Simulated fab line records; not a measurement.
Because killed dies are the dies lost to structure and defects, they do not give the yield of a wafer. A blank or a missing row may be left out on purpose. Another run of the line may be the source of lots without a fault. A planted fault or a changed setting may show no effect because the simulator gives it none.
Problem report, 8D (eight disciplines) form, completed by code / flow nand_harc / the parts of the form that need people (team, actions taken, sign-off) are left out

1. PROBLEM STATEMENT
Mean of oes_product_au at NHARC_P_CONTACT_ETCH_31: 0.683 a.u. across 9 wafers in 3 lots; on wafers with no fault it is 0.978 a.u. (standard deviation 0.014). That is -21 standard deviations from the usual mean.
The step: etches the open film in CH3F/O2, target depth 30 nm, time 85.7 s.
First seen on wafer L726.3, day 8 22:35, on rie_diel-04. The record has a number at this step for 33 wafers belonging to 11 lots. Rule for "out" (also "out of limits"): further than 4 standard deviations from the usual mean. The other wafers with a number count as sound.

2. WHAT IT IS, WHAT IT ISN'T
question=which readings at this step | is=oes_product_au | is not=drypump_motor_current_A, mfc_ar_sccm, rf_fwd_power_W, rf_vpp_V, showerhead_plenum_p_Torr
question=which lots | is=L726, L727, L729 | is not=L716, L718, L720, L724, L728, L733, L735, L738
question=which wafers of those lots | is=all that have a number | is not=-
question=read on which tools | is=rie_diel-04 | is not=rie_diel-02, rie_diel-13
question=when | is=from day 8 22:35 | is not=up to then (15 sound wafers); but 9 sound wafers of L733, L735, L738 came after

3. THE SUSPECTS, EACH WITH WHAT RULES IT OUT
Counting: any tool at a process step up to the reading is kept as a suspect provided that every lot that is out went through it and no sound lot did after the first of them.
- rie_diel-04 at NHARC_P_CONTACT_DESCUM_17 (chemistry O2, time 3 s): kept. Every lot that is out went through it, starting with L726 (day 8 21:48), and after that it ran no sound lot; the last sound lot it ran before then is L724 (day 7 15:35).
- rie_diel-04 at NHARC_P_CONTACT_ETCH_31 (etches the open film in CH3F/O2, target depth 30 nm, time 85.7 s): kept. Every lot that is out went through it, starting with L726 (day 8 22:35), and after that it ran no sound lot; the last sound lot it ran before then is L724 (day 7 16:19). Its own readings are out on those wafers: oes_product_au.
After counting, rie_diel-04 at NHARC_P_CONTACT_DESCUM_17 and rie_diel-04 at NHARC_P_CONTACT_ETCH_31 remain.

4. THE CAUSE (what the simulator had put in)
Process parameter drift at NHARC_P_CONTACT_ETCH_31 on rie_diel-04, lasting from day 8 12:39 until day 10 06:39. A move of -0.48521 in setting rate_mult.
Counting leaves 2 suspects; this tool is one of them.

5. SEQUENCE OF EFFECTS, ordered by route
Each row: a reading where the mean over the struck wafers with a number is more than 3 standard deviations away from the usual. Only readings for which the record gives a usual standard deviation are gone through. hours: the time from each lot's start at the first step in this table that gives one to its start at this step, as a median over the lots. sigmas: the change in usual standard deviations.
hours=0; step=NHARC_P_CONTACT_ETCH_31; reading=oes_product_au; usual=0.978 a.u.; on struck wafers=0.683; change=-0.295; sigmas=-21
Process steps it contains:
- NHARC_P_CONTACT_ETCH_31: etches the open film in CH3F/O2, target depth 30 nm, time 85.7 s.
Later steps that measure or inspect, where all struck wafers having a row at the step show a number for every such reading and not one has moved that far: NHARC_END_SORT_01.

6. HOW IT WOULD HAVE BEEN CAUGHT EARLIER
10 hours passed between the start of the fault at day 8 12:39 and the first reading out of limits in this record, taken at day 8 22:35.
